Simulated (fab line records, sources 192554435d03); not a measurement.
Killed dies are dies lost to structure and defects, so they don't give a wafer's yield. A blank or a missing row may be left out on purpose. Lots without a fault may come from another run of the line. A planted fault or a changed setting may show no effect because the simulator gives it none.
A struck lot beside a sound one | flow n5_finfet | 15 steps out of a route of 1938
Sound: wafers L492.1, L492.2, L492.6. Struck: wafers L488.2, L488.3, L488.6. The cause comes at the end.
At each step with rows: each side's tool, then ch and its chambers, then its first start. Under that, the readings that differ: sound wafers | struck wafers | difference of the means | sigmas: that difference in standard deviations of wafers without a fault.
alike: readings whose means differ by less than 2 such deviations, and words and numbers that are the same on both sides. not compared: withheld readings, readings that some wafer has no value for, bounds like >300 that may hide the same value, and numbers for which the record gives no deviation and whose values overlap.
The two part at a step that has a row with sigmas, a row that says differs or no value, or rows on one side only. Numbers that don't overlap but have no deviation are shown without sigmas and don't part them. A reading that every wafer of one side lacks parts them only if that side has two wafers or more.

first, 1 step without rows for these wafers: N5_BEOL_M15_STRIP_36 (strips in O2).
N5_BEOL_M15_STRIP_62: strips in O2.
  sound on rie_diel-05 ch 0,2,3; struck on rie_diel-06 ch 0,1,3
  alike: drypump_motor_current_A, o2_flow_sccm, oes_product_au, rf_vpp_V, showerhead_plenum_p_Torr, throttle_valve_pct
  not compared: rf_hours_counter_h
N5_BEOL_M15_STRIP_37: strips in O2.
  sound on rie_diel-05 ch 0,2,3; struck on rie_diel-06 ch 0,1,3
  alike: drypump_motor_current_A, o2_flow_sccm, oes_product_au, rf_vpp_V, showerhead_plenum_p_Torr, throttle_valve_pct
  not compared: rf_hours_counter_h
then, 4 steps without rows for these wafers: N5_BEOL_M15_ETCH_38 (etches SiCN in CF4/N2, target depth 106.4 nm, time 120.5 s); N5_BEOL_M15_PRECLEAN_39 (cleans in residue remover, time 60 s); N5_BEOL_M15_SRD_40 (time 30 s, dry time 30 s); N5_BEOL_M15_DEGAS_41 (time 60 s).
N5_BEOL_M15_PRE_CLEAN_42: time 30 s.
  sound on pvd_sputter-01, day 15 00:32; struck on pvd_sputter-02, day 13 22:18
  alike: heater_power_w, susceptor_temp_C
then, 2 steps without rows for these wafers: N5_BEOL_M15_SPUTTER_43 (material TaN, target thk 15 nm, time 24.19 s); N5_BEOL_M15_SPUTTER_44 (material Ta, target thk 15 nm, time 24.19 s).
N5_BEOL_M15_SPUTTER_45: material Cu, target thk 100 nm, time 16.67 s.
  sound on pvd_sputter-01, day 15 00:44; struck on pvd_sputter-02, day 13 22:30
  alike: susceptor_temp_C, throttle_valve_pct
then, 1 step without rows for these wafers: N5_BEOL_M15_ECD_47 (material Cu, target thk 1860 nm).
N5_BEOL_M15_ANNEAL_48: time 90 s.
  sound on rtp_anneal-01 ch 0, day 15 01:05; struck on rtp_anneal-02 ch 0, day 13 23:24
  reading          | sound                | struck               | difference | sigmas
  wafer_temp_C_max | 226.12 226.22 226.06 | 235.59 236.17 235.49 | +9.62      | +33
N5_BEOL_M15_CMP_49: polishes, stops on SiO2, t overpolish 4.9 s, target thk 850 nm.
  sound on cmp-04 ch 2,3, day 15 01:23; struck on cmp-02 ch 1,3, day 13 23:40
  alike: barrier_field_endpoint_s, motor_current_A, overpolish_run_s
N5_PASSIVATION_PROBE_49:
  sound on prober-01, day 15 17:43; struck on prober-02, day 14 15:53
  alike: defect_limited_yield, killed_at_M0_to_M3, killed_at_M4_up, killed_at_contacts, killed_at_front_end, killed_at_other, killed_dies, killed_open, killed_short, sort_bin_5_function, sort_bin_6_memory, sort_bin_8_speed, sort_n_pass, sort_yield_pct

WHERE THEY PART
Only at N5_BEOL_M15_ANNEAL_48, within this record. Later steps at which nothing parts them and some readings are alike: N5_BEOL_M15_CMP_49, N5_PASSIVATION_PROBE_49.

WHY: what the simulator had put in
Process parameter drift: rtp_anneal-02, from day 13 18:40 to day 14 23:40, at N5_BEOL_M15_ANNEAL_48. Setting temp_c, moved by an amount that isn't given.
